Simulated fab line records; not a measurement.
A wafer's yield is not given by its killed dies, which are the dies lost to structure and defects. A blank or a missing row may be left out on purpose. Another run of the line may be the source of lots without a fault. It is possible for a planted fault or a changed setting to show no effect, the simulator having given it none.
Chamber matching / flow n5-finfet / cmp-04 running N5_BEOL_M3_CMP_52: 4 sister chambers
The step polishes, stops on SiOC, t overpolish 6.8 s, target thk 40 nm. 16 wafers are shown with their chamber, then 8 later ones without.

WAFERS, EACH WITH ITS CHAMBER
wafer=L074.2; chamber=2; motor-current-A (A)=5.9; barrier-field-endpoint-s (s)=26.4; clearing-platen-down-force-psi (psi)=1.5015
wafer=L074.5; chamber=3; motor-current-A (A)=6.5; barrier-field-endpoint-s (s)=25.2; clearing-platen-down-force-psi (psi)=1.5020
wafer=L074.6; chamber=0; motor-current-A (A)=5.5; barrier-field-endpoint-s (s)=24.7; clearing-platen-down-force-psi (psi)=1.4999
wafer=L078.1; chamber=0; motor-current-A (A)=5.8; barrier-field-endpoint-s (s)=24.7; clearing-platen-down-force-psi (psi)=1.5011
wafer=L078.2; chamber=2; motor-current-A (A)=6.3; barrier-field-endpoint-s (s)=25.8; clearing-platen-down-force-psi (psi)=1.5034
wafer=L078.3; chamber=3; motor-current-A (A)=6.6; barrier-field-endpoint-s (s)=23.6; clearing-platen-down-force-psi (psi)=1.5008
wafer=L080.2; chamber=0; motor-current-A (A)=5.6; barrier-field-endpoint-s (s)=24.1; clearing-platen-down-force-psi (psi)=1.4960
wafer=L080.4; chamber=1; motor-current-A (A)=5.8; barrier-field-endpoint-s (s)=24.4; clearing-platen-down-force-psi (psi)=1.4966
wafer=L080.5; chamber=3; motor-current-A (A)=6.7; barrier-field-endpoint-s (s)=24.3; clearing-platen-down-force-psi (psi)=1.5014
wafer=L087.1; chamber=0; motor-current-A (A)=5.7; barrier-field-endpoint-s (s)=25.8; clearing-platen-down-force-psi (psi)=1.4936
wafer=L087.4; chamber=2; motor-current-A (A)=6.1; barrier-field-endpoint-s (s)=27.1; clearing-platen-down-force-psi (psi)=1.4993
wafer=L087.6; chamber=0; motor-current-A (A)=5.7; barrier-field-endpoint-s (s)=25.9; clearing-platen-down-force-psi (psi)=1.4982
wafer=L086.3; chamber=2; motor-current-A (A)=6.0; barrier-field-endpoint-s (s)=26.3; clearing-platen-down-force-psi (psi)=1.5072
wafer=L086.4; chamber=3; motor-current-A (A)=6.8; barrier-field-endpoint-s (s)=24.5; clearing-platen-down-force-psi (psi)=1.4999
wafer=L086.6; chamber=0; motor-current-A (A)=5.7; barrier-field-endpoint-s (s)=25.7; clearing-platen-down-force-psi (psi)=1.5015
wafer=L091.1; chamber=1; motor-current-A (A)=5.4; barrier-field-endpoint-s (s)=24.7; clearing-platen-down-force-psi (psi)=1.4936

SIGNATURES (averages over the wafers above)
reading=motor-current-A; chamber 0=5.667; chamber 1=5.600; chamber 2=6.075; chamber 3=6.650; scatter within a chamber=0.15
reading=barrier-field-endpoint-s; chamber 0=25.150; chamber 1=24.550; chamber 2=26.400; chamber 3=24.400; scatter within a chamber=0.645
reading=clearing-platen-down-force-psi; chamber 0=1.498383; chamber 1=1.495100; chamber 2=1.502850; chamber 3=1.501025; scatter within a chamber=0.00272
Rule: for a wafer and a chamber, the distance is found by dividing, reading by reading, the gap between the wafer's reading and the chamber's mean by the reading's scatter, squaring, summing and taking the root. If the next closest chamber is less than 2 further off than the closest, the wafer can't be placed; otherwise it belongs to the closest. The scatter is the square root of a quotient: the sum, over the shown wafers, of each reading's squared deviation from its chamber's mean, divided by wafers minus chambers.

WAFERS MISSING THEIR CHAMBER
wafer=L091.3; motor-current-A (A)=6.1; barrier-field-endpoint-s (s)=26.8; clearing-platen-down-force-psi (psi)=1.5032
wafer=L091.6; motor-current-A (A)=5.9; barrier-field-endpoint-s (s)=24.9; clearing-platen-down-force-psi (psi)=1.5025
wafer=L092.2; motor-current-A (A)=5.9; barrier-field-endpoint-s (s)=25.9; clearing-platen-down-force-psi (psi)=1.4999
wafer=L092.4; motor-current-A (A)=5.6; barrier-field-endpoint-s (s)=26.1; clearing-platen-down-force-psi (psi)=1.4956
wafer=L092.5; motor-current-A (A)=6.3; barrier-field-endpoint-s (s)=27.4; clearing-platen-down-force-psi (psi)=1.5005
wafer=L096.2; motor-current-A (A)=6.4; barrier-field-endpoint-s (s)=24.9; clearing-platen-down-force-psi (psi)=1.5008
wafer=L096.3; motor-current-A (A)=6.7; barrier-field-endpoint-s (s)=24.9; clearing-platen-down-force-psi (psi)=1.4960
wafer=L096.5; motor-current-A (A)=5.9; barrier-field-endpoint-s (s)=24.6; clearing-platen-down-force-psi (psi)=1.4992

EACH ONE'S CHAMBER
wafer=L091.3; from the rows above=2; in truth=2
wafer=L091.6; from the rows above=can't be placed: 0 or 2 or 1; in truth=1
wafer=L092.2; from the rows above=can't be placed: 2 or 0 or 1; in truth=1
wafer=L092.4; from the rows above=can't be placed: 0 or 1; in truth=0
wafer=L092.5; from the rows above=2; in truth=2
wafer=L096.2; from the rows above=can't be placed: 3 or 2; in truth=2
wafer=L096.3; from the rows above=3; in truth=3
wafer=L096.5; from the rows above=can't be placed: 0 or 1 or 2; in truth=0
3 of 8 placed correctly. These rows do not allow placing 5 (true chamber among the candidates in 5). Wrongly placed: 0.
